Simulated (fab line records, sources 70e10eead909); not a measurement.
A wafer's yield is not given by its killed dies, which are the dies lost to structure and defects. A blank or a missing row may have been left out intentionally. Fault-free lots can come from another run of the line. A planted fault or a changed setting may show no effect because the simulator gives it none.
A struck lot beside a sound one :: flow nand harc :: 33 steps out of a route of 1302
Sound: these wafers, L177.1, L177.4, L177.5. Wafers struck: L171.2, L171.3, L171.4. Last of all comes the cause.
At each step with rows: each side's tool, then ch and its chambers, then its first start. Under that, the readings that differ: sound wafers :: struck wafers :: difference of the means :: sigmas: that difference in standard deviations of wafers without a fault.
alike: a reading whose means differ by less than 2 such deviations, as well as words and numbers matching on both sides. not compared: withheld readings; readings where some wafer has no value; bounds like >300 that might hide an equal value; numbers whose values overlap and for which the record gives no deviation.
The two part at a step that has a row with sigmas, a row that says differs or no value, or rows on one side only. When numbers do not overlap yet have no deviation, they are printed without sigmas and do not part them. A reading missing from all wafers of one side parts the sides only when that side holds two or more wafers.

NHARC_P_M1_ETCH_35: etches the open film in N2/H2, target depth 40 nm, overetch 12 nm, time 43.94 s.
  sound on rie diel-08 ch 1,3, day 13 02:02; struck on rie diel-11 ch 0,1,2, day 10 21:58
  alike: drypump motor current A, oes product au, rf vpp V, showerhead plenum p Torr, throttle valve pct
  not compared: rf hours counter h
NHARC_P_M1_ETCH_15: etches the open film in C4F8/Ar, target depth 182.5 nm, time 91.2 s.
  sound: rie diel-08 ch 0,1,3; struck: rie diel-11 ch 0,2,3
  alike: oes product au, rf vpp V
  not compared: rf hours counter h
NHARC_P_M1_CD_MEAS_16:
  struck on cd sem-01, day 10 22:11; sound on cd sem-02, day 13 02:15
  alike: cd nm
NHARC_P_M1_STRIP_18: strips in N2/H2.
  sound on rie diel-08 ch 2,3, day 13 02:19; struck on rie diel-08 ch 0,2,3, day 10 22:17
  alike: drypump motor current A, oes product au, rf vpp V, showerhead plenum p Torr, throttle valve pct
  not compared: rf hours counter h
NHARC_P_M1_ETCH_28: etches the open film in CF4/N2, target depth 30 nm, time 72.99 s.
  sound: rie diel-08 ch 0,2,3; struck: rie diel-08 ch 1,2,3
  alike: cf4 flow sccm, drypump motor current A, oes product au, rf vpp V, showerhead plenum p Torr, throttle valve pct
  not compared: rf hours counter h
then, 3 steps without rows for these wafers: NHARC_P_M1_STRIP_19 (strips in post etch residue remover, time 600 s); NHARC_P_M1_DEGAS_29 (time 60 s); NHARC_P_M1_PRE_CLEAN_30 (time 30 s).
NHARC_P_M1_PVD_20: deposits TaN, target thk 5 nm, time 8.06 s.
  sound on pvd sputter-01; struck on pvd sputter-01
  alike: substrate temp c, throttle valve pct
then, 3 steps without rows for these wafers: NHARC_P_M1_PVD_21 (deposits Cu, target thk 30 nm, time 20.49 s); NHARC_P_M1_ECD_22 (material Cu, target thk 400 nm); NHARC_P_M1_ANNEAL_31 (time 90 s).
NHARC_P_M1_CMP_23: polishes, t overpolish 20 s, target thk 157.82 nm.
  sound on cmp-02 ch 1,2,3, day 13 04:03; struck on cmp-01 ch 0,1,2, day 11 00:01
  alike: motor current A, time to endpoint s
NHARC_P_M1_THK_MEAS_24: measures by xrf.
  struck on film metro-01, day 11 00:18; sound on film metro-02, day 13 04:22
  alike: thk nm
next, for these wafers, 1 step has no rows: NHARC_P_M1_SRD_25.
NHARC_P_M1_INSPECT_27:
  struck on defect inspect-01, day 11 00:28; sound on defect inspect-02, day 13 04:31
reading: raw defect count
sound: 328 185 222
struck: 1815 1856 1633
difference: +1523
sigmas: +13
then, 12 steps without rows for these wafers: NHARC_P_M1_PRE_CLEAN_32 (time 12 s); NHARC_P_M1_DEP_33 (deposits SiCN, target thk 30 nm); NHARC_P_M2_DEP_00 (deposits SiOC, target thk 182.5 nm); NHARC_P_M2_DEHYDRATE_01 (time 120 s); NHARC_P_M2_HMDS_02 (time 30 s); NHARC_P_M2_COAT_34 (time 65 s); NHARC_P_M2_COAT_03 (resist thk 90 nm); NHARC_P_M2_SOFTBAKE_04 (time 55 s); NHARC_P_M2_EBR_05; NHARC_P_M2_EXPOSE_06 (exposes mask P M2, target cd 170 nm); NHARC_P_M2_PEB_07 (peb time 65 s); NHARC_P_M2_DEVELOP_08 (develop time 35 s).
NHARC_P_M2_CD_MEAS_09: target cd 170 nm.
  sound on cd sem-03 ch 0, day 13 05:54; struck on cd sem-02 ch 0, day 11 01:44
  alike: cd nm
NHARC_P_M2_OVL_MEAS_10: pitch 340 nm.
  struck on overlay-02, day 11 01:49; sound on overlay-02, day 13 05:59
reading: overlay y nm (nm)
sound: -0.3 -0.2 0.1
struck: 1.4 1.5 1.2
difference: +1.5
sigmas: +2
  alike: overlay x nm
NHARC_P_M2_INSPECT_11:
  struck on defect inspect-01, day 11 01:52; sound on defect inspect-02, day 13 06:02
reading: raw defect count
sound: 6 4 8
struck: 1202 1219 1193
difference: +1199
sigmas: +99 or more
then, 1 step without rows for these wafers: NHARC_P_M2_DESCUM_14 (chemistry O2, time 3 s).
-- break in the record here, with 18 days between the starts of the struck wafers on either side (left off in module P_M2, picked up again in module END, where the first step shown is number 1302 on the route) --
NHARC_END_SORT_01:
  the record has rows for the struck wafers here (prober-01 ch 0, day 29 03:16) and none for the sound ones

## WHERE THEY PART
First at NHARC_P_M1_INSPECT_27; last, within this record, at NHARC_END_SORT_01.

WHY: what the simulator had put in
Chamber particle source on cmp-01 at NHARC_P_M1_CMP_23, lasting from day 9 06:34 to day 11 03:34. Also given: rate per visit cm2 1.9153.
